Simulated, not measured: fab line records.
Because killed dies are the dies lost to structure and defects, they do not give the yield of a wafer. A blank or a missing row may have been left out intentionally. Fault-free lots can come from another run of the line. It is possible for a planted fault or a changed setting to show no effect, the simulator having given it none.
fab line records	flow n5_finfet
record: lots: 7	wafers: 19	last_day: 18
route steps=1938 shown BEOL_M13@1682 PASSIVATION@1936
lots with no fault: from the same line, run without faults
start_h: hours from the record's opening day to when the first of the lot's shown wafers began	wait_h: hours since the lot's step before	" unchanged from the row above	L1.1+2: a single row standing in for several wafers	- value missing, or start not given	* or withheld: withheld	< > ~ a bound
route shown NAME@n: a module of which the file shows steps, and the number in the route of the first	usual: average and standard deviation across the fault-free wafers	same: alike in all rows	chamber/n: place in a boat	sites: the reading at each site	_std_site: standard deviation across them	_edge_site: the outer-site mean with the inner-site mean subtracted	radius_mm: for every site, how far away it sits from the centre of the wafer	mask NAME#n: copy n	behind: the tool/chamber that last shaped the wafer	hold: cause of the lot's hold/its duration in hours/its outcome	device: transistor that didn't switch, given as n, p or np	end of line: tests run on the same wafers once the route is complete	step lacking rows: just its recipe	killed: dies lost to structure and defects at the first sort, not the wafer's yield	map: per-die view of a wafer (x killed, . not killed, _ where there is no die)
set.NAME: the run value of the setting; set.NAME@STEP: its run value at that earlier step	model.NAME: the simulator's own value behind a step, which no gauge read
lots at selected steps of the route; one table per step, one row per wafer
services: a tool's chamber out of use, with start hour (start_h, from the record's first day; less than 0 if before it), hours out, and reason
== steps ==
step: N5_BEOL_M13_COAT_22
recipe: spin_rpm: 2888	resist_thk_nm: 300
step: N5_BEOL_M13_EBR_24
recipe: solvent: PGMEA	ebr_width_mm: 1.5
step: N5_BEOL_M13_SOFTBAKE_23
recipe: temp_c: 130	time_s: 60
step: N5_BEOL_M13_EXPOSE_25
recipe: mask_id: M13	na: 0.93	source_shape: conventional	sigma_outer: 0.4	polarization: unpolarized	target_cd_nm: 210	dose_mj: 22
step: N5_BEOL_M13_PEB_26
recipe: peb_temp_c: 130	peb_time_s: 90
step: N5_BEOL_M13_DEVELOP_27
recipe: develop_time_s: 45	rinse_liquid: diw	dry: air_spin	dev_temp_c: 21
step: N5_BEOL_M13_HARDBAKE_32
recipe: temp_c: 130	time_s: 120
step: N5_BEOL_M13_CD_MEAS_28
recipe: target_cd_nm: 209.5	landing_energy_ev: 500	detector: se_inlens
usual: cd_nm: 210.0/1.2
lot.wafer	tool	chamber	start_h	wait_h	cd_nm
L212.1	cd_sem-03	0	232.53	-	210.1
L212.2	"	0	"	"	211.4
L212.5	"	0	"	"	210.6
L218.1	cd_sem-03	0	323.40	-	210.1
L218.5	"	0	"	"	209.1
L218.6	"	0	"	"	210.1
L222.2	cd_sem-02	0	341.47	-	210.2
L222.6	"	0	"	"	211.7
L225.2	cd_sem-02	0	343.88	-	208.6
L225.5	"	0	"	"	210.4
L228.1	cd_sem-01	0	358.36	-	208.8
L228.5	"	0	"	"	211.1
L228.6	"	0	"	"	209.6
L216.2	cd_sem-02	0	392.07	-	209.8
L216.3	"	0	"	"	210.1
L216.6	"	0	"	"	208.5
L232.1	cd_sem-03	0	396.99	-	208.5
L232.4	"	0	"	"	208.2
L232.6	"	0	"	"	208.1
step: N5_BEOL_M13_OVL_MEAS_29
recipe: points_per_wafer: 44
usual: M13_OVL: -1/6.2
lot.wafer	tool	chamber	start_h	wait_h	M13_OVL[nm]
L212.1	overlay-02	0	232.56	0.0	-3
L212.2	"	0	"	"	-2
L212.5	"	0	"	"	3
L218.1	overlay-01	0	323.43	0.0	-7
L218.5	"	0	"	"	-11
L218.6	"	0	"	"	-11
L222.2	overlay-01	0	341.50	0.0	-7
L222.6	"	0	"	"	2
L225.2	overlay-02	0	343.91	0.0	-2
L225.5	"	0	"	"	2
L228.1	overlay-01	0	358.39	0.0	-7
L228.5	"	0	"	"	-7
L228.6	"	0	"	"	-3
L216.2	overlay-01	0	392.09	0.0	0
L216.3	"	0	"	"	6
L216.6	"	0	"	"	-3
L232.1	overlay-02	0	397.02	0.0	0
L232.4	"	0	"	"	-1
L232.6	"	0	"	"	-6
step: N5_BEOL_M13_INSPECT_30
recipe: mode: adi	inspect_instrument: macro
usual: raw_defect_count: 2.2/1.3
lot.wafer	tool	chamber	start_h	wait_h	raw_defect_count
L212.1	defect_inspect-02	-	232.58	0.0	2
L212.2	"	-	"	"	2
L212.5	"	-	"	"	3
L218.1	defect_inspect-01	-	323.45	0.0	2
L218.5	"	-	"	"	1
L218.6	"	-	"	"	1
L222.2	defect_inspect-01	-	341.53	0.0	1
L222.6	"	-	"	"	3
L225.2	defect_inspect-01	-	343.93	0.0	2
L225.5	"	-	"	"	3
L228.1	defect_inspect-02	-	358.41	0.0	0
L228.5	"	-	"	"	5
L228.6	"	-	"	"	2
L216.2	defect_inspect-01	-	392.12	0.0	0
L216.3	"	-	"	"	0
L216.6	"	-	"	"	2
L232.1	defect_inspect-02	-	397.04	0.0	4
L232.4	"	-	"	"	1
L232.6	"	-	"	"	4
step: N5_BEOL_M13_DESCUM_33
recipe: chemistry: O2	time_s: 7.9	source_power_w: 50	bias_power_w: 20	pressure_mtorr: 20	rf_frequency_hz: 2.712e+07	temp_c: 40	o2_flow_sccm: 225
usual: drypump_motor_current_A: 5.6/0.43	oes_product_au: 0.83/0.088	rf_vpp_V: 243.3/1.4	showerhead_plenum_p_Torr: 2.09/0.07	throttle_valve_pct: 20.35/0.25
lot.wafer	tool	chamber	start_h	wait_h	drypump_motor_current_A	oes_product_au	rf_hours_counter_h	rf_vpp_V	showerhead_plenum_p_Torr	throttle_valve_pct
L212.1	rie_diel-06	1	233.16	0.6	5.2	0.79	88	244.1	2.19	20.64
L212.2	"	3	"	"	5.1	0.92	27	242.6	2.03	20.25
L212.5	"	2	"	"	6.2	0.68	-	243.0	2.17	20.40
L218.1	rie_diel-02	3	323.50	0.1	6.3	0.75	156	240.2	1.92	20.56
L218.5	"	0	"	"	5.7	0.71	-	243.2	2.16	20.70
L218.6	"	3	"	"	6.3	0.76	-	239.2	1.92	20.56
L222.2	rie_diel-06	2	341.56	0.0	6.2	0.98	2	242.8	2.17	20.04
L222.6	"	1	"	"	5.2	0.76	-	243.3	2.18	20.67
L225.2	rie_diel-06	0	344.03	0.1	5.5	0.84	61	243.6	2.03	20.31
L225.5	"	3	"	"	5.1	0.86	-	241.5	2.02	20.29
L228.1	rie_diel-06	3	358.51	0.1	5.1	0.85	66	242.6	2.02	20.31
L228.5	"	3	"	"	5.1	0.86	-	242.0	2.02	20.31
L228.6	"	0	"	"	5.5	0.83	-	242.6	2.02	20.31
L216.2	rie_diel-01	2	392.15	0.0	5.5	0.92	21	243.1	2.14	20.49
L216.3	"	1	"	"	5.2	0.90	29	243.4	2.11	20.17
L216.6	"	1	"	"	5.2	0.90	-	242.9	2.11	20.15
L232.1	rie_diel-02	2	397.08	0.0	5.8	0.83	76	244.4	2.22	20.59
L232.4	"	0	"	"	5.7	0.70	227	244.0	2.15	20.75
L232.6	"	2	"	"	5.7	0.84	-	244.2	2.22	20.57
step: N5_BEOL_M13_ETCH_67
recipe: chemistry: CF4	target: SiARC	target_depth_a: 1430	time_s: 238.3	ion_energy_ev: 80	pressure_mtorr: 40	source_w: 545	bias_w: 36	Ar_flow_sccm: 100	cf4_flow_sccm: 100	ends: cleared
usual: drypump_motor_current_A: 5.6/0.43	etch_rf_on_time_s: 235/6.2	oes_product_au: 0.71/0.077	rf_vpp_V: 184.2/1.1	showerhead_plenum_p_Torr: 2.15/0.067	throttle_valve_pct: 15.58/0.24
lot.wafer	tool	chamber	start_h	wait_h	drypump_motor_current_A	etch_rf_on_time_s	oes_product_au	rf_hours_counter_h	rf_vpp_V	showerhead_plenum_p_Torr	throttle_valve_pct
L212.1	rie_diel-06	1	233.19	0.0	5.2	237	0.68	88	185.1	2.25	15.85
L212.2	"	3	"	"	5.1	229	0.79	27	184.2	2.11	15.54
L212.5	"	2	"	"	6.2	228	0.59	-	184.9	2.19	15.50
L218.1	rie_diel-02	3	323.54	0.0	6.3	240	0.63	156	183.8	1.96	15.66
L218.5	"	0	"	"	5.7	238	0.61	-	185.5	2.20	15.95
L218.6	"	3	"	"	6.3	238	0.63	-	181.4	1.96	15.64
L222.2	rie_diel-06	2	341.60	0.0	6.2	229	0.85	2	185.1	2.19	15.05
L222.6	"	1	"	"	5.2	234	0.66	-	185.5	2.24	15.92
L225.2	rie_diel-06	0	344.06	0.0	5.5	231	0.73	61	184.2	2.09	15.54
L225.5	"	3	"	"	5.1	230	0.75	-	183.1	2.10	15.60
L228.1	rie_diel-06	3	358.54	0.0	5.1	225	0.75	66	183.5	2.10	15.61
L228.5	"	3	"	"	5.1	226	0.74	-	183.5	2.10	15.61
L228.6	"	0	"	"	5.5	229	0.72	-	182.5	2.09	15.55
L216.2	rie_diel-01	2	392.19	0.0	5.5	227	0.80	21	183.6	2.19	15.51
L216.3	"	1	"	"	5.2	245	0.78	29	185.5	2.20	15.54
L216.6	"	1	"	"	5.2	245	0.77	-	185.2	2.20	15.54
L232.1	rie_diel-02	2	397.11	0.0	5.7	239	0.72	76	186.0	2.25	15.61
L232.4	"	0	"	"	5.7	239	0.59	227	184.8	2.19	15.99
L232.6	"	2	"	"	5.7	238	0.72	-	185.9	2.25	15.61
step: N5_BEOL_M13_ETCH_68
recipe: chemistry: N2/H2	target: SOC	mask_material: SiARC	source_w: 3000	bias_w: 350	temp_c: 40	time_s: 355	ion_energy_ev: 200	pressure_mtorr: 30	n2_flow_sccm: 200	h2_flow_sccm: 200
usual: drypump_motor_current_A: 5.6/0.43	oes_product_au: 0.83/0.088	rf_vpp_V: 524.2/2.4	showerhead_plenum_p_Torr: 2.56/0.081	throttle_valve_pct: 17.82/0.24
lot.wafer	tool	chamber	start_h	wait_h	drypump_motor_current_A	oes_product_au	rf_hours_counter_h	rf_vpp_V	showerhead_plenum_p_Torr	throttle_valve_pct	model.SiARC_of_BEOL_M13_COAT_66.thk_nm	model.BEOL_M13.cd_nm
L212.1	rie_diel-06	1	233.34	0.1	5.2	0.80	88	526.9	2.66	17.97	77.4	209.4
L212.2	"	3	"	"	5.1	0.92	27	523.4	2.51	17.71	76.8	209.8
L212.5	"	2	"	"	6.2	0.68	-	526.5	2.62	17.74	77.4	214.4
L218.1	rie_diel-02	3	323.69	0.1	6.3	0.75	156	517.3	2.33	17.94	76.6	211.2
L218.5	"	0	"	"	5.7	0.72	-	524.8	2.66	18.38	77.2	208
L218.6	"	3	"	"	6.3	0.76	-	518.0	2.33	17.93	76.2	211.2
L222.2	rie_diel-06	2	341.75	0.1	6.2	0.96	2	526.3	2.61	17.34	77.2	211.4
L222.6	"	1	"	"	5.2	0.67	-	528.8	2.65	18.03	83.6	206
L225.2	rie_diel-06	0	344.21	0.1	5.5	0.85	61	522.1	2.46	17.72	75.6	208.6
L225.5	"	3	"	"	5.1	0.76	-	521.7	2.49	17.80	82.4	206.8
L228.1	rie_diel-06	3	358.69	0.1	5.1	0.86	66	522.0	2.49	17.78	76.2	206.6
L228.5	"	3	"	"	5.1	0.75	-	522.2	2.49	17.77	82.6	206
L228.6	"	0	"	"	5.5	0.75	-	522.5	2.46	17.72	82.4	205.4
L216.2	rie_diel-01	2	392.33	0.1	5.5	0.93	21	524.8	2.58	17.69	75.4	211.4
L216.3	"	1	"	"	5.2	0.91	29	525.0	2.60	17.73	77.4	207.6
L216.6	"	1	"	"	5.2	0.91	-	524.4	2.60	17.71	77.2	205.4
L232.1	rie_diel-02	2	397.26	0.1	5.7	0.84	76	526.9	2.70	18.05	76.8	210.4
L232.4	"	0	"	"	5.7	0.69	227	526.2	2.65	18.41	77	206
L232.6	"	2	"	"	5.8	0.84	-	527.5	2.69	18.04	77.2	209.6
step: N5_BEOL_M13_STRIP_69
recipe: chemistry: N2/H2	temp_c: 40	n2_flow_sccm: 200	h2_flow_sccm: 200	rf_frequency_hz: 6e+07
step: N5_BEOL_M13_TRENCH_ETCH_34
recipe: chemistry: C4F8/O2/Ar	target: SiOC	target_depth_a: 4134.7	mask_material: SOC	pressure_mtorr: 30	source_w: 3000	bias_w: 700	Ar_flow_sccm: 400	C4F8_flow_sccm: 15	O2_flow_sccm: 8	he_inner_torr: 15	he_outer_torr: 30	time_s: 162.6	ion_energy_ev: 250
usual: drypump_motor_current_A: 5.6/0.43	oes_product_au: 0.83/0.089	rf_vpp_V: 666/3	showerhead_plenum_p_Torr: 3.43/0.1	throttle_valve_pct: 24.19/0.3
lot.wafer	tool	chamber	start_h	wait_h	drypump_motor_current_A	oes_product_au	rf_hours_counter_h	rf_vpp_V	showerhead_plenum_p_Torr	throttle_valve_pct
L212.1	rie_diel-06	1	233.56	0.0	5.2	0.80	88	672	3.57	24.45
L212.2	"	3	"	"	5.1	0.92	27	665	3.37	24.24
L212.5	"	2	"	"	6.2	0.68	-	667	3.46	23.76
L218.1	rie_diel-02	3	323.91	0.0	6.3	0.75	157	658	3.14	24.25
L218.5	"	0	"	"	5.7	0.72	-	668	3.50	24.39
L218.6	"	3	"	"	6.3	0.76	-	658	3.14	24.25
L222.2	rie_diel-06	2	341.97	0.0	6.2	0.97	2	668	3.45	23.45
L222.6	"	1	"	"	5.2	0.76	-	671	3.55	24.48
L225.2	rie_diel-06	0	344.43	0.0	5.5	0.84	61	663	3.33	24.19
L225.5	"	3	"	"	5.1	0.86	-	661	3.35	24.29
L228.1	rie_diel-06	3	358.91	0.0	5.1	0.86	66	664	3.35	24.29
L228.5	"	3	"	"	5.1	0.86	-	663	3.35	24.30
L228.6	"	0	"	"	5.5	0.84	-	664	3.33	24.18
L216.2	rie_diel-01	2	392.55	0.0	5.5	0.93	21	668	3.51	24.38
L216.3	"	1	"	"	5.2	0.90	29	668	3.52	24.30
L216.6	"	1	"	"	5.2	0.91	-	666	3.52	24.29
L232.1	rie_diel-02	2	397.48	0.0	5.7	0.84	76	671	3.60	24.32
L232.4	"	0	"	"	5.7	0.69	227	668	3.48	24.39
L232.6	"	2	"	"	5.8	0.84	-	671	3.60	24.34
step: N5_BEOL_M13_STRIP_70
recipe: chemistry: C4F8/O2/Ar	resist: SiARC	rf_frequency_hz: 6e+07
step: N5_BEOL_M13_OCD_MEAS_35
usual: trench_depth_nm: 416/7.8
lot.wafer	tool	chamber	start_h	wait_h	trench_depth_nm
L212.1	ocd-01	-	233.73	0.0	417
L212.2	"	-	"	"	428
L212.5	"	-	"	"	414
L218.1	ocd-02	-	324.08	0.0	425
L218.5	"	-	"	"	414
L218.6	"	-	"	"	426
L222.2	ocd-02	-	342.14	0.0	416
L222.6	"	-	"	"	408
L225.2	ocd-02	-	344.61	0.0	420
L225.5	"	-	"	"	422
L228.1	ocd-01	-	359.09	0.0	429
L228.5	"	-	"	"	424
L228.6	"	-	"	"	431
L216.2	ocd-01	-	392.73	0.0	424
L216.3	"	-	"	"	402
L216.6	"	-	"	"	406
L232.1	ocd-01	-	397.66	0.0	409
L232.4	"	-	"	"	408
L232.6	"	-	"	"	408
step: N5_BEOL_M13_STRIP_37
recipe: chemistry: N2/H2	power_w: 1000	temp_c: 250	h2_frac: 0.65	overash_fraction: 0.3	pressure_mtorr: withheld	n2_flow_sccm: 1750	h2_flow_sccm: 3250
usual: drypump_motor_current_A: 5.6/0.7	heater_power_w: 329/14	oes_product_au: 0.785/0.011
lot.wafer	tool	chamber	start_h	wait_h	drypump_motor_current_A	heater_power_w	oes_product_au	rf_hours_counter_h
L212.1	plasma_asher-01	0	233.77	0.0	6.7	339	0.776	107
L212.2	"	1	"	"	5.0	354	0.795	107
L212.5	"	1	"	"	5.0	342	0.781	-
L218.1	plasma_asher-02	1	324.12	0.0	5.2	307	0.795	93
L218.5	"	1	"	"	5.1	308	0.787	-
L218.6	"	0	"	"	5.4	331	0.781	-
L222.2	plasma_asher-01	1	342.18	0.0	5.0	353	0.782	126
L222.6	"	1	"	"	5.1	342	0.783	-
L225.2	plasma_asher-01	1	344.64	0.0	5.0	351	0.805	127
L225.5	"	0	"	"	6.8	341	0.767	-
L228.1	plasma_asher-01	1	359.12	0.0	5.0	342	0.778	130
L228.5	"	1	"	"	5.0	340	0.794	-
L228.6	"	0	"	"	6.8	342	0.761	-
L216.2	plasma_asher-02	0	392.77	0.0	5.4	329	0.796	107
L216.3	"	1	"	"	5.1	313	0.788	-
L216.6	"	0	"	"	5.4	323	0.789	-
L232.1	plasma_asher-01	0	397.69	0.0	6.7	333	0.767	137
L232.4	"	0	"	"	6.7	338	0.782	-
L232.6	"	1	"	"	5.0	339	0.777	-
step: N5_BEOL_M13_ETCH_38
recipe: chemistry: CF4/N2	target: SiCN	target_depth_a: 675	taper_deg: 2	time_s: 71.9	ion_energy_ev: 150	mask_material: SiO2	pressure_mtorr: 40	source_w: 430	bias_w: 70	Ar_flow_sccm: 100	cf4_flow_sccm: 60	n2_flow_sccm: 60
usual: drypump_motor_current_A: 5.7/0.44	oes_product_au: 0.82/0.095	rf_vpp_V: 382.6/2	showerhead_plenum_p_Torr: 2.22/0.078	throttle_valve_pct: 15.42/0.27
lot.wafer	tool	chamber	start_h	wait_h	drypump_motor_current_A	oes_product_au	rf_hours_counter_h	rf_vpp_V	showerhead_plenum_p_Torr	throttle_valve_pct	model.BEOL_M13.cd_nm
L212.1	rie_diel-06	1	234.35	-	5.2	0.80	89	385.2	2.31	15.62	209.4
L212.2	"	3	"	"	5.1	0.94	27	381.5	2.18	15.38	210.2
L212.5	"	2	"	"	6.2	0.69	-	384.4	2.26	15.31	214.2
L218.1	rie_diel-02	2	328.82	-	5.8	0.87	57	384.6	2.33	15.40	211.4
L218.5	"	1	"	"	5.8	0.72	-	382.9	2.19	15.49	208.4
L218.6	"	0	"	"	5.7	0.71	-	383.7	2.28	15.81	211.2
L222.2	rie_diel-06	1	343.29	-	5.2	0.76	123	383.5	2.30	15.71	211.6
L222.6	"	1	"	"	5.2	0.77	-	385.4	2.30	15.71	206.6
L225.2	rie_diel-06	3	349.13	-	5.1	0.87	64	381.6	2.16	15.45	208.4
L225.5	"	1	"	"	5.2	0.76	-	386.0	2.30	15.71	207.2
L228.1	rie_diel-06	3	359.26	-	5.1	0.87	66	380.5	2.16	15.46	207.2
L228.5	"	3	"	"	5.1	0.87	-	381.3	2.16	15.45	206.6
L228.6	"	2	"	"	6.2	0.97	-	383.4	2.25	14.86	205.2
L216.2	rie_diel-06	1	394.37	-	5.2	0.75	138	383.9	2.29	15.74	211.8
L216.3	"	0	"	"	5.5	0.84	76	382.5	2.15	15.38	207.2
L216.6	"	3	"	"	5.1	0.86	-	381.7	2.16	15.48	205.4
L232.1	rie_diel-06	3	401.08	-	5.1	0.85	79	381.0	2.16	15.48	210.4
L232.4	"	0	"	"	5.5	0.83	-	381.0	2.15	15.38	206.6
L232.6	"	1	"	"	5.2	0.74	-	383.9	2.29	15.73	209.6
step: N5_BEOL_M13_PRECLEAN_39
recipe: chemistry: residue_remover	time_s: 60	temp_c: 40
step: N5_PASSIVATION_PROBE_49
usual: defect_limited_yield: 91.2/1.4	killed_at_M0_to_M3: 33/9.5	killed_at_M4_up: 13/4.7	killed_at_contacts: 11/5.3	killed_at_front_end: 42/12	killed_at_other: 5/3.3	killed_dies: 104/17	killed_open: 67/12	killed_short: 33/7.7	sort_bin_4_leakage: 0.01/0.058	sort_bin_5_function: 5.1/0.94	sort_bin_6_memory: 3.3/0.67	sort_n_pass: 1074/24	sort_yield_pct: 91.1/2
same: gross_dies: 1180	killed_at_back_side: 0	sort_bin_8_speed[%]: 0
lot.wafer	tool	chamber	start_h	wait_h	defect_limited_yield[%]	killed_at_M0_to_M3	killed_at_M4_up	killed_at_contacts	killed_at_front_end	killed_at_other	killed_dies	killed_open	killed_short	sort_bin_4_leakage[%]	sort_bin_5_function[%]	sort_bin_6_memory[%]	sort_n_pass	sort_yield_pct[%]
L212.1	prober-01	-	262.16	0.0	92.9	44	6	6	28	0	84	55	28	0	4.3	2.7	1096	92.9
L212.2	prober-01	-	262.21	0.1	92.5	42	13	8	24	1	88	59	29	0.42	4.2	2.8	1087	92.1
L212.5	prober-01	-	262.36	0.2	89.0	69	15	8	38	0	130	85	42	0.08	5.8	4.7	1049	88.9
L218.1	prober-02	-	366.41	0.0	91.4	35	15	10	40	2	102	53	46	0.51	5.3	2.8	1072	90.8
L218.5	prober-02	-	366.61	0.2	92.7	27	11	4	38	6	86	58	25	0	3.7	3.5	1094	92.7
L218.6	prober-02	-	366.66	0.3	92.8	24	15	9	32	5	85	54	30	0.08	3.9	3.1	1094	92.7
L222.2	prober-01	-	379.43	1.4	91.8	30	15	11	31	10	97	63	30	0	4.6	3.3	1083	91.8
L222.6	prober-01	-	379.63	1.6	87.8	37	16	12	68	11	144	87	57	0	7.4	4.4	1036	87.8
L225.2	prober-02	-	391.85	0.1	90.2	34	5	4	69	4	116	76	29	0	5.3	3.6	1064	90.2
L225.5	prober-02	-	392.00	0.2	88.6	37	8	4	82	3	134	70	52	0	6.5	3.6	1046	88.6
L228.1	prober-01	-	398.87	0.0	91.4	44	16	5	30	7	102	64	38	0	4.8	3.6	1078	91.4
L228.5	prober-01	-	399.07	0.2	90.8	46	11	10	37	5	109	74	34	0	6.3	2.7	1071	90.8
L228.6	prober-01	-	399.12	0.3	92.7	35	9	8	26	8	86	55	31	0	4.2	2.8	1094	92.7
L216.2	prober-01	-	423.81	0.1	91.8	35	12	23	23	4	97	61	25	0	5.3	2.4	1083	91.8
L216.3	prober-01	-	423.86	0.1	91.0	53	13	12	25	3	106	65	32	0	4.7	3.5	1074	91.0
L216.6	prober-01	-	424.01	0.3	90.9	45	17	12	28	5	107	67	32	0	5.3	3.7	1073	90.9
L232.1	prober-02	-	432.29	0.0	90.5	24	14	17	54	3	112	69	41	0	4.5	4.5	1068	90.5
L232.4	prober-02	-	432.44	0.2	91.4	21	13	7	56	5	102	65	34	0	5.5	2.8	1078	91.4
L232.6	prober-02	-	432.54	0.3	91.9	28	11	7	47	2	95	65	29	0	4.5	3.1	1085	91.9
killed by level:class
L212.1 BEOL_M0_SAQP:geometric_particle:short=11 BEOL_M0_SAQP:geometric_particle:open=10 BEOL_M3:geometric_particle:open=8 FIN_SAQP:geometric_particle:open=7 BEOL_M2:geometric_particle:open=7 FIN_SAQP:geometric_particle:short=6 DUMMY_GATE:geometric_particle:open=5 MOL_CONTACT_COAG:geometric_particle:open=5
L212.2 BEOL_M0_SAQP:geometric_particle:short=12 BEOL_M1:geometric_particle:open=10 MOL_CONTACT_COAG:geometric_particle:open=8 BEOL_M0_SAQP:geometric_particle:open=7 GATE_CUT:geometric_particle:open=6 BEOL_M3:geometric_particle:open=5 FIN_SAQP:geometric_particle:open=4 STARTING-WAFER:geometric_particle:short=4
L212.5 BEOL_M0_SAQP:geometric_particle:open=21 BEOL_M0_SAQP:geometric_particle:short=13 BEOL_M3:geometric_particle:open=10 BEOL_M2:geometric_particle:open=9 FIN_SAQP:geometric_particle:open=7 GATE_CUT:geometric_particle:open=6 BEOL_M8:geometric_particle:open=6 GATE_CUT:geometric_particle:short=5
L218.1 BEOL_M2:geometric_particle:open=10 FIN_SAQP:geometric_particle:short=8 BEOL_M3:geometric_particle:open=8 MOL_CONTACT_COAG:geometric_particle:open=6 FIN_SAQP:geometric_particle:open=5 STI_FIN_REVEAL:geometric_particle:open=5 BEOL_M0_SAQP:geometric_particle:short=5 BEOL_M2:geometric_particle:short=5
L218.5 STI_FIN_REVEAL:geometric_particle:open=13 BEOL_M0_SAQP:geometric_particle:open=6 GATE_CUT:geometric_particle:open=5 BEOL_M0_SAQP:geometric_particle:short=5 BEOL_M1:geometric_particle:open=5 FIN_SAQP:geometric_particle:short=4 MOL_CONTACT_COAG:geometric_particle:open=4 BEOL_M2:geometric_particle:open=4
L218.6 MOL_CONTACT_COAG:geometric_particle:open=9 BEOL_M3:geometric_particle:open=8 BEOL_M4:geometric_particle:open=8 FIN_SAQP:geometric_particle:short=6 FIN_SAQP:geometric_particle:open=5 BEOL_M3:geometric_particle:short=5 STI_FIN_REVEAL:geometric_particle:open=4 BEOL_M0_SAQP:geometric_particle:open=4
L222.2 FIN_SAQP:geometric_particle:open=10 MOL_CONTACT_COAG:geometric_particle:open=10 FIN_SAQP:geometric_particle:short=7 BEOL_M0_SAQP:geometric_particle:short=6 BEOL_M1:geometric_particle:open=6 BEOL_M5:geometric_particle:open=5 BEOL_M0_SAQP:geometric_particle:open=4 BEOL_M0:geometric_particle:open=4
L222.6 FIN_SAQP:geometric_particle:open=19 FIN_SAQP:geometric_particle:short=14 STI_FIN_REVEAL:geometric_particle:open=9 BEOL_M1:geometric_particle:open=8 BEOL_M4:geometric_particle:open=8 MOL_CONTACT_COAG:geometric_particle:open=7 STARTING-WAFER:geometric_particle:short=6 BEOL_M0_SAQP:geometric_particle:short=6
L225.2 FIN_SAQP:geometric_particle:open=18 STI_FIN_REVEAL:geometric_particle:open=11 BEOL_M0_SAQP:geometric_particle:short=11 HKMG_FIN:area_etch=11 BEOL_M0_SAQP:geometric_particle:open=8 FIN_SAQP:geometric_particle:short=7 BEOL_M2:geometric_particle:open=7 ILD0:geometric_particle:open=6
L225.5 FIN_SAQP:geometric_particle:open=20 FIN_SAQP:geometric_particle:short=12 STI_FIN_REVEAL:geometric_particle:open=10 HKMG_FIN:area_etch=10 BEOL_M0_SAQP:geometric_particle:short=9 GATE_CUT:geometric_particle:open=6 BEOL_M2:geometric_particle:open=6 BEOL_M1:geometric_particle:short=6
L228.1 BEOL_M0_SAQP:geometric_particle:short=12 STI_FIN_REVEAL:geometric_particle:open=10 BEOL_M5:geometric_particle:open=7 BEOL_M0_SAQP:geometric_particle:open=7 BEOL_M2:geometric_particle:open=7 MOL_CONTACT_COAG:geometric_particle:open=5 DUMMY_GATE:geometric_particle:open=5 BEOL_M0:geometric_particle:open=5
L228.5 BEOL_M3:geometric_particle:open=14 STI_FIN_REVEAL:geometric_particle:open=14 BEOL_M2:geometric_particle:open=10 MOL_CONTACT_COAG:geometric_particle:open=8 GATE_CUT:geometric_particle:short=7 BEOL_M0_SAQP:geometric_particle:short=7 BEOL_M1:geometric_particle:open=6 FIN_SAQP:geometric_particle:short=4
L228.6 BEOL_M3:geometric_particle:open=11 STI_FIN_REVEAL:geometric_particle:open=7 BEOL_M0_SAQP:geometric_particle:open=7 MOL_CONTACT_COAG:geometric_particle:open=6 FIN_SAQP:geometric_particle:short=5 BEOL_M0_SAQP:geometric_particle:short=5 BEOL_M1:geometric_particle:open=4 BEOL_M2:geometric_particle:open=4
L216.2 MOL_CONTACT_COAG:geometric_particle:open=16 BEOL_M3:geometric_particle:open=8 BEOL_M2:geometric_particle:open=7 BEOL_M1:geometric_particle:open=6 HKMG_FIN:area_etch=6 DUMMY_GATE:geometric_particle:open=5 BEOL_M4:geometric_particle:open=5 MOL_CONTACT_COAG:area_etch=5
L216.3 BEOL_M2:geometric_particle:open=15 BEOL_M1:geometric_particle:open=12 MOL_CONTACT_COAG:geometric_particle:open=8 BEOL_M0_SAQP:geometric_particle:short=8 HKMG_FIN:area_etch=8 BEOL_M0_SAQP:geometric_particle:open=6 BEOL_M3:geometric_particle:open=5 GATE_CUT:geometric_particle:open=4
L216.6 BEOL_M0_SAQP:geometric_particle:open=11 BEOL_M0_SAQP:geometric_particle:short=10 STI_FIN_REVEAL:geometric_particle:open=9 BEOL_M4:geometric_particle:open=9 MOL_CONTACT_COAG:geometric_particle:open=7 BEOL_M2:geometric_particle:open=7 BEOL_M3:geometric_particle:open=6 BEOL_M1:geometric_particle:open=5
L232.1 MOL_CONTACT_COAG:geometric_particle:open=15 FIN_SAQP:geometric_particle:short=14 FIN_SAQP:geometric_particle:open=11 STI_FIN_REVEAL:geometric_particle:open=10 BEOL_M0_SAQP:geometric_particle:open=6 BEOL_M2:geometric_particle:open=6 BEOL_M4:geometric_particle:open=5 BEOL_M0_SAQP:geometric_particle:short=5
L232.4 FIN_SAQP:geometric_particle:open=24 FIN_SAQP:geometric_particle:short=16 BEOL_M3:geometric_particle:open=7 BEOL_M5:geometric_particle:open=5 BEOL_M1:geometric_particle:open=5 STI_FIN_REVEAL:geometric_particle:open=4 MOL_CONTACT_COAG:geometric_particle:open=4 BEOL_M6:geometric_particle:open=4
L232.6 FIN_SAQP:geometric_particle:open=14 FIN_SAQP:geometric_particle:short=13 BEOL_M1:geometric_particle:open=9 STI_FIN_REVEAL:geometric_particle:open=8 BEOL_M0_SAQP:geometric_particle:short=7 BEOL_M3:geometric_particle:open=7 MOL_CONTACT_COAG:geometric_particle:open=6 BEOL_M4:geometric_particle:open=5
== services ==
tool	chamber	start_h	hours	kind
rie_diel-01	0	211.47	-	clean
rie_diel-01	0	211.47	-	consumable_replace:focus_ring
rie_diel-01	0	211.47	18.4	scheduled_down
rie_diel-01	0	211.47	18.4	vent_cycle
rie_diel-01	2	218.89	6.3	repair
rie_diel-06	2	227.39	4.3	repair
plasma_asher-02	-	228.18	1.1	repair
plasma_asher-01	-	241.00	1.2	repair
rie_diel-06	1	244.69	4.1	repair
plasma_asher-02	-	264.15	2.8	pm
rie_diel-01	3	282.73	4.1	repair
plasma_asher-01	-	283.76	14.6	pm
rie_diel-01	1	286.82	-	clean
rie_diel-01	1	286.82	-	consumable_replace:focus_ring
rie_diel-01	1	286.82	26.8	scheduled_down
rie_diel-06	2	299.52	-	clean
rie_diel-06	2	299.52	-	consumable_replace:focus_ring
rie_diel-06	2	299.52	35.5	scheduled_down
rie_diel-06	2	299.52	35.5	vent_cycle
rie_diel-01	0	304.06	1.6	repair
rie_diel-06	-	331.06	0.5	repair
rie_diel-06	1	357.97	1.8	repair
rie_diel-06	3	387.86	1.3	repair
rie_diel-06	2	395.30	9.7	repair
== key ==
first_sign none at tools or gauges
model_effect: step: N5_BEOL_M13_ETCH_68	value: SiARC_of_BEOL_M13_COAT_66.thk_nm	without: 76.35	struck: 82.75
model_effect: step: N5_BEOL_M13_ETCH_38	value: BEOL_M13.cd_nm	without: 209.6	struck: 206.4
met_at N5_BEOL_M13_ETCH_68
struck_wafers L222.6,L225.5,L228.5,L228.6
baseline_loss: step: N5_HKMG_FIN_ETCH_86	wafers: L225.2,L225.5
onset_between 233.34 341.75
fault: kind: process_parameter_drift	tool: rie_diel-06	chamber: -	onset_h: 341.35	steps: N5_BEOL_M13_ETCH_68	channel: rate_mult	offset: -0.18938	shape: step	end_h: 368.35	scope: struck_wafers_only
baseline_loss: these wafers lose ten dies or more at that step, a loss of the line's own and not of a fault; the sort's usual values leave them out
